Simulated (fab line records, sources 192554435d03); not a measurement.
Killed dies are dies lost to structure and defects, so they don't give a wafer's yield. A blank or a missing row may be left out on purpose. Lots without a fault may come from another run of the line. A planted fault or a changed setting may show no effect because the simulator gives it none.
Chamber matching | flow n5_finfet | N5_BEOL_M6_ETCH_65 on rie_diel-05: 4 sister chambers
The step etches SiARC in CF4, target depth 15.6 nm, time 26 s. 14 wafers are shown with their chamber, then 6 later ones without.

WAFERS WITH THEIR CHAMBER
wafer  | chamber | showerhead_plenum_p_Torr (Torr) | throttle_valve_pct (%) | etch_rf_on_time_s (s)
L580.1 | 1       | 2.26                            | 15.66                  | 25.6
L580.4 | 0       | 2.24                            | 15.32                  | 25.5
L580.5 | 1       | 2.26                            | 15.67                  | 25.5
L583.1 | 3       | 2.25                            | 15.38                  | 25.2
L583.4 | 0       | 2.24                            | 15.31                  | 25.1
L583.6 | 0       | 2.24                            | 15.32                  | 25.4
L585.4 | 1       | 2.26                            | 15.69                  | 25.8
L585.5 | 3       | 2.24                            | 15.39                  | 25.6
L588.1 | 1       | 2.26                            | 15.68                  | 25.6
L588.2 | 2       | 2.16                            | 15.52                  | 26.2
L588.5 | 1       | 2.26                            | 15.70                  | 25.4
L590.2 | 2       | 2.16                            | 15.54                  | 26.6
L590.3 | 0       | 2.23                            | 15.35                  | 25.5
L590.6 | 2       | 2.16                            | 15.53                  | 26.7

SIGNATURES (means of the wafers above)
reading                  | chamber 0 | chamber 1 | chamber 2 | chamber 3 | scatter within a chamber
showerhead_plenum_p_Torr | 2.2375    | 2.2600    | 2.1600    | 2.2450    | 0.00354
throttle_valve_pct       | 15.3250   | 15.6800   | 15.5300   | 15.3850   | 0.0147
etch_rf_on_time_s        | 25.375    | 25.580    | 26.500    | 25.400    | 0.204
Rule: a wafer's distance from a chamber is the root of the sum, over the readings, of the square of ((its reading less the chamber's mean) divided by the reading's scatter). The wafer belongs to the nearest chamber; if the next one is less than 2 further off, it can't be placed. The scatter: the root of (the sum of the squares of (reading less its chamber's mean) over the shown wafers, divided by (wafers less chambers)).

WAFERS WITHOUT THEIR CHAMBER
wafer  | showerhead_plenum_p_Torr (Torr) | throttle_valve_pct (%) | etch_rf_on_time_s (s)
L600.1 | 2.24                            | 15.76                  | 26.0
L600.3 | 2.23                            | 15.45                  | 25.4
L600.6 | 2.15                            | 15.57                  | 26.5
L602.2 | 2.22                            | 15.41                  | 25.3
L602.3 | 2.15                            | 15.60                  | 26.0
L602.6 | 2.15                            | 15.60                  | 26.3

WHICH CHAMBER EACH WENT THROUGH
wafer  | from the rows above     | in truth
L600.1 | 1                       | 1
L600.3 | 3                       | 3
L600.6 | 2                       | 2
L602.2 | can't be placed: 3 or 0 | 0
L602.3 | 2                       | 2
L602.6 | 2                       | 2
Placed correctly: 5 of 6. Can't be placed from these rows: 1 (the true chamber is among the candidates in 1). Placed wrongly: 0.
